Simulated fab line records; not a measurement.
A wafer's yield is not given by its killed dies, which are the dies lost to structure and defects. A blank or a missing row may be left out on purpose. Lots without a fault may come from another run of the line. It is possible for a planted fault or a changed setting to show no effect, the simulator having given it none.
Split-lot experiment	flow n5_finfet	7 lots, 21 wafers read, on a route of 1938 steps

== THE SPLIT ==
At N5_FIN_SAQP_ETCH_52 (etches SOC in N2/H2, target depth 100 nm, overetch 20 nm, time 150 s), the setting source_w was moved away from the recipe's 840 W on 9 of the 21 wafers read, by -11.6% to +16.9%. For the rest of the wafers, this setting stayed at what the recipe calls for.

Reading taken at the split's own step.

== THE READING ==
rf_vpp_V, in V, at N5_FIN_SAQP_ETCH_52 (etches SOC in N2/H2, target depth 100 nm, overetch 20 nm, time 150 s). Typical for fault-free wafers on this fab line: 523.9 V, with standard deviation 2.7 V.

wafer	tool, chamber at the split	source_w as run, W	against the recipe	rf_vpp_V, V	against lot-mates on the recipe
L079.2	rie_diel-01, 3	840	recipe	521.0	-
L079.3	rie_diel-01, 0	840	recipe	525.4	-
L079.4	rie_diel-01, 2	840	recipe	524.9	-
L081.3	rie_diel-05, 0	840	recipe	521.9	-
L081.5	rie_diel-05, 1	840	recipe	526.0	-
L081.6	rie_diel-05, 0	840	recipe	524.6	-
L085.1	rie_diel-05, 2	840	recipe	522.7	-
L085.4	rie_diel-05, 3	981.7	+16.9%	494.4	-28.3
L085.6	rie_diel-05, 1	981.7	+16.9%	500.0	-22.7
L088.2	rie_diel-05, 2	742.7	-11.6%	544.2	+21.7
L088.3	rie_diel-05, 3	840	recipe	522.5	-
L088.4	rie_diel-05, 0	742.7	-11.6%	544.6	+22.1
L089.2	rie_diel-01, 1	761.3	-9.4%	544.1	+22.2
L089.5	rie_diel-01, 3	840	recipe	520.2	-
L089.6	rie_diel-01, 0	840	recipe	523.5	-
L094.2	rie_diel-05, 2	905.8	+7.8%	510.3	-15.2
L094.3	rie_diel-05, 0	905.8	+7.8%	510.1	-15.4
L094.4	rie_diel-05, 1	840	recipe	525.5	-
L096.1	rie_diel-03, 3	946	+12.6%	504.6	-19.8
L096.2	rie_diel-03, 0	946	+12.6%	506.6	-17.8
L096.4	rie_diel-03, 3	840	recipe	524.4	-

FIT RESULTS
A straight line over all 21 wafers: rf_vpp_V changes by -1.65 V for each +1% of source_w; r = -0.99; the points scatter about the line by 2.3 V.
The same after taking each lot's own level away (the mean of its wafers on the recipe; 21 wafers): -1.7 V for each +1%; r = -0.98; scatter 2.5 V.
According to that fit, moving source_w by its largest amount changes the reading by 29 V.
The lots' own levels span 521.85 to 525.50 V, that is 1.4 times the standard deviation above.
Hence the lot-to-lot level has little effect on the slope; both slopes agree.
Check: with one of the wafers moved furthest among these (+16.9%) left out of the fit, the line predicts -27.7 V for it against its lot-mates. It came out at -28.3 V against them.
Tool readings at the split's step, against how far the setting was moved: rf_vpp_V r = -0.99.

== OTHER SPLITS ON THESE WAFERS ==
These wafers also went through other splits before the reading. Each is held against what the fit with the lots' levels taken away leaves over:
other split on the same wafers	wafers away from the commonest value	r with rf_vpp_V (lot level and that fit taken away)
N5_ZERO_LAYER_PECVD_02 time_s	2	-0.01
N5_PMOS_HMC_CHANNEL_EPI_ETCH_32 bias_w	5	-0.09

== THE FILE'S OWN FIT ==
rf_vpp_V changes by -1.72 V for each +1% of source_w, r = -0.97.
